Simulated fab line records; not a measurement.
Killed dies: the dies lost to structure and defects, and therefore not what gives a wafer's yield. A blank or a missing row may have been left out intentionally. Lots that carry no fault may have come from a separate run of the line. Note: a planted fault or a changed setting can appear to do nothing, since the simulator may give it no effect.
fab line records    flow nand_harc
record lots=6  wafers=18  last_day=31
route steps=1302 shown A_DECK1_JOINT@518
lots that met no fault: from a run of the same line without faults
start_h: the number of hours between the record's first day and the start of the first shown wafer of the lot    wait_h: time in hours since the lot's previous step    " the same as in the row above    L1.1+2: a row that stands for several wafers    - value missing, or start not given    * or withheld: withheld    < > ~ a bound
route shown NAME@n: a module of which the file shows steps, and the number in the route of the first    usual: mean/standard deviation taken from wafers without a fault    same: alike in all rows    chamber/n: place in a boat    sites: per-site readings    _std_site: their standard deviation    _edge_site: inner sites' mean taken away from outer sites' mean    radius_mm: for every site, how far away it sits from the centre of the wafer    mask NAME#n: copy n    behind: the last tool/chamber to shape the wafer    hold: what put the lot on hold/how long, in hours/how the hold closed    device: which transistor (n, p or np) failed to switch    end of line: at the end of the route, the tests of the same wafers    for a step that has no rows: nothing shown but its recipe    killed: dies that structure and defects cost at the first sort, which is not the same as the wafer's yield    map: per-die view of a wafer (x killed, . not killed, _ where there is no die)
set.NAME: the setting the step ran with; set.NAME@STEP: the setting that earlier step ran with    model.NAME: the simulator's own value behind a step, which no gauge read
lots seen at some steps along the route; tables by step, rows by wafer
services: when a tool's chamber went out of use (start_h, in hours from the record's first day, below 0 if earlier), for how many hours, and the reason
## steps
# step NHARC_A_DECK1_JOINT_ETCHBACK_07
# recipe target_depth_a=1050  time_s=26.9  hbr_flow_sccm=150  rf_w=350  icp_w=350  bias_w=60  chemistry=HBr
# usual drypump_motor_current_A=5.81/0.28  oes_product_au=0.994/0.01  rf_fwd_power_W=343.5/2.1  run_length_s=48.2/0.49  throttle_valve_pct=23.265/0.0095
lot.wafer  tool       chamber  start_h  wait_h  drypump_motor_current_A  oes_product_au  rf_fwd_power_W  rf_hours_counter_h  run_length_s  throttle_valve_pct
L857.2     rie_si-05  3        260.77   0.1     5.60                     0.997           348.0           0.8                 48.2          23.239
L857.6     "          1        "        "       5.96                     0.994           342.0           -                   47.2          23.277
L857.5     "          2        "        "       6.22                     0.991           346.0           -                   48.4          23.270
L860.3     rie_si-03  2        292.16   0.1     5.38                     0.985           340.4           0.4                 48.9          23.261
L860.2     "          3        "        "       5.78                     0.988           346.9           0.4                 48.9          23.263
L860.5     "          0        "        "       5.56                     1.015           344.0           -                   48.5          23.274
L867.3     rie_si-03  2        355.20   0.1     5.39                     0.982           340.8           0.8                 48.1          23.285
L867.4     "          1        "        "       5.72                     0.995           341.7           0.8                 48.1          23.278
L867.6     "          3        "        "       5.78                     0.980           345.5           -                   48.5          23.253
L868.2     rie_si-03  1        379.45   0.1     5.73                     0.989           342.3           0.9                 48.1          23.264
L868.1     "          2        "        "       5.38                     0.984           342.6           0.9                 48.0          23.254
L868.4     "          3        "        "       5.79                     0.986           345.7           0.9                 48.2          23.276
L871.3     rie_si-05  1        397.71   0.1     5.96                     1.004           341.6           0.5                 47.3          23.261
L871.4     "          2        "        "       6.28                     0.983           346.0           0.6                 48.5          23.262
L871.6     "          1        "        "       5.96                     1.014           341.3           -                   48.0          23.255
L872.4     rie_si-03  2        415.47   0.1     5.36                     0.997           342.6           0.0                 47.9          23.269
L872.1     "          3        "        "       5.78                     1.006           346.9           0.0                 48.4          23.283
L872.3     "          0        "        "       5.61                     0.989           343.8           0.0                 48.1          23.249
# step NHARC_A_DECK1_JOINT_ETCH_25
# recipe target_depth_a=5  chemistry=dHF  material=SiO2
# step NHARC_A_DECK1_JOINT_ETCH_19
# recipe temp_c=25  target_depth_a=30  chemistry=TMAH  material=poly-Si
# step NHARC_A_DECK1_JOINT_ETCH_18
# recipe target_depth_a=30  chemistry=dHF  material=SiO2
# step NHARC_A_DECK1_JOINT_WET_08
# recipe temp_c=160  time_s=86  chemistry=H3PO4
# step NHARC_A_DECK1_JOINT_ETCH_09
# recipe target_depth_a=50  chemistry=dHF  material=SiO2
# step NHARC_A_DECK1_JOINT_WET_10
# recipe temp_c=160  time_s=86  chemistry=H3PO4
# step NHARC_A_DECK1_JOINT_ETCH_11
# recipe target_depth_a=350  chemistry=dHF  material=SiO2
# step NHARC_A_DECK1_JOINT_CVD_12
# recipe target_thk_a=900  temp_c=620  pressure_mtorr=200  time_s=1800  material=poly-Si
# step NHARC_A_DECK1_JOINT_CMP_13
# recipe target_thk_nm=51.023
# usual motor_current_A=12.5/1.3  retaining_ring_pressure_frac=0.999/0.0054  time_to_endpoint_s=8/3.1
lot.wafer  tool    chamber  start_h  wait_h  motor_current_A  retaining_ring_pressure_frac  time_to_endpoint_s
L857.2     cmp-03  3        271.13   0.4     12.5             1.000                         4
L857.5     "       2        "        "       12.9             0.999                         7
L857.6     "       3        "        "       11.9             1.005                         2
L860.2     cmp-03  2        302.28   0.4     12.2             0.998                         5
L860.3     "       3        "        "       12.5             1.009                         2
L860.5     "       3        "        "       12.6             1.008                         1
L867.3     cmp-04  3        365.62   0.4     12.2             0.985                         7
L867.4     "       0        "        "       11.4             1.004                         6
L867.6     "       1        "        "       16.1             1.003                         11
L868.1     cmp-01  3        389.75   0.4     13.0             1.005                         11
L868.2     "       0        "        "       11.8             0.999                         10
L868.4     "       2        "        "       12.5             1.000                         12
L871.3     cmp-03  0        408.34   0.4     12.1             1.002                         11
L871.4     "       2        "        "       12.5             0.993                         14
L871.6     "       0        "        "       11.6             0.991                         10
L872.1     cmp-01  1        425.73   0.4     11.6             1.000                         11
L872.4     "       2        "        "       12.6             1.003                         9
L872.3     "       3        "        "       12.6             1.006                         7
# step NHARC_A_DECK1_JOINT_THK_MEAS_14
# recipe thk_meas_gauge=ellipsometry
# usual thk_nm=50.5/1.7
lot.wafer  tool           chamber  start_h  wait_h  thk_nm
L857.2     film_metro-01  -        271.36   0.2     49.1
L857.5     "              -        "        "       54.1
L857.6     "              -        "        "       50.4
L860.2     film_metro-02  -        302.54   0.2     50.7
L860.3     "              -        "        "       50.9
L860.5     "              -        "        "       47.2
L867.3     film_metro-02  -        365.83   0.2     50.6
L867.4     "              -        "        "       49.4
L867.6     "              -        "        "       50.2
L868.1     film_metro-02  -        390.00   0.2     49.8
L868.2     "              -        "        "       49.7
L868.4     "              -        "        "       48.6
L871.3     film_metro-02  -        408.59   0.2     52.1
L871.4     "              -        "        "       52.4
L871.6     "              -        "        "       53.6
L872.1     film_metro-01  -        425.99   0.2     52.5
L872.3     "              -        "        "       49.8
L872.4     "              -        "        "       50.3
# step NHARC_A_DECK1_JOINT_SRD_04
# step NHARC_A_DECK1_JOINT_ETCHBACK_00
# recipe target_depth_a=300  time_s=17.4  hbr_flow_sccm=150  rf_w=350  icp_w=350  bias_w=60  chemistry=HBr
# usual drypump_motor_current_A=5.8/0.3  oes_product_au=0.993/0.012  rf_fwd_power_W=342.7/1.8  run_length_s=38.7/0.46  throttle_valve_pct=23.268/0.01
lot.wafer  tool       chamber  start_h  wait_h  drypump_motor_current_A  oes_product_au  rf_fwd_power_W  rf_hours_counter_h  run_length_s  throttle_valve_pct
L857.2     rie_si-03  1        271.53   0.1     5.7                      1.004           341.4           0.2                 38.2          23.256
L857.6     "          2        "        "       5.4                      0.977           341.5           -                   38.9          23.259
L857.5     "          3        "        "       5.8                      0.971           346.7           -                   38.8          23.272
L860.2     rie_si-04  3        302.66   0.1     6.3                      0.993           343.8           0.9                 38.6          23.273
L860.3     "          0        "        "       5.5                      0.984           340.7           0.9                 39.0          23.271
L860.5     "          3        "        "       6.3                      0.991           344.8           -                   38.3          23.278
L867.4     rie_si-04  3        365.97   0.1     6.3                      0.991           -               0.1                 33.8          23.277
L867.3     "          0        "        "       5.5                      1.015           -               0.1                 35.2          23.278
L867.6     "          3        "        "       6.3                      0.995           344.1           -                   38.0          23.268
L868.1     rie_si-04  1        390.15   0.1     6.3                      1.014           342.3           0.2                 38.7          23.261
L868.2     "          2        "        "       6.0                      0.987           340.8           0.2                 39.6          23.253
L868.4     "          0        "        "       5.5                      0.998           -               -                   34.6          23.272
L871.3     rie_si-05  3        408.72   0.1     5.6                      1.006           344.6           0.8                 38.4          23.279
L871.4     "          0        "        "       5.6                      0.990           342.2           0.7                 38.9          23.259
L871.6     "          3        "        "       5.6                      0.985           344.1           -                   39.0          23.275
L872.3     rie_si-05  2        426.12   0.1     6.2                      0.985           341.4           0.8                 38.5          23.271
L872.4     "          3        "        "       5.6                      0.986           345.0           0.8                 38.7          23.264
L872.1     "          0        "        "       5.7                      0.995           342.3           0.8                 38.8          23.276
# step NHARC_A_DECK1_JOINT_PRECLEAN_30
# recipe time_s=*  temp_c=50  bath_age_min=0  chemistry=SC1
## services
tool       chamber  start_h  hours  kind
cmp-03     -        260.00   4.0    pm
rie_si-05  0        264.95   14.1   repair
cmp-04     -        267.03   0.7    repair
cmp-01     -        269.41   2.0    repair
cmp-01     -        275.09   4.0    repair
cmp-01     -        283.50   4.0    pm
cmp-03     -        294.65   6.3    repair
rie_si-04  -        297.68   0.2    repair
rie_si-05  -        305.00   9.0    pm
cmp-04     -        307.07   4.0    pm
cmp-01     -        320.28   0.6    repair
rie_si-04  2        335.17   4.7    repair
cmp-03     -        337.40   0.4    repair
rie_si-04  -        342.00   9.0    pm
cmp-01     -        351.19   3.0    repair
cmp-03     -        358.00   4.0    pm
cmp-01     -        377.07   1.8    repair
cmp-01     -        381.50   4.0    pm
rie_si-04  3        386.70   4.4    repair
cmp-03     -        392.66   0.7    repair
rie_si-03  -        398.00   9.0    pm
rie_si-04  -        406.55   0.9    repair
cmp-03     -        413.44   1.1    repair
cmp-01     -        417.41   4.2    repair
## key
first_sign step=NHARC_A_DECK1_JOINT_ETCHBACK_00  reading=run_length_s  direction=down  sigmas=9.1  usual=*  struck=*
effect none on later readings
met_at NHARC_A_DECK1_JOINT_ETCHBACK_00
struck_wafers L867.3,L867.4,L868.4
tester_left_out L867,L868
onset_between 302.66 365.97
fault kind=process_parameter_drift  tool=rie_si-04  chamber=-  onset_h=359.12  steps=NHARC_A_DECK1_JOINT_ETCHBACK_00  channel=time_s  offset=*  shape=step  end_h=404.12  scope=struck_wafers_only  acts_in=*  stated=*
# tester_left_out: of these lots the tester's yield and bins aren't shown, on N5 and GAA mostly nor the transistor test; their killed dies are dies lost to structure and defects alone, not to doping, threshold or leakage, so they don't give the yield
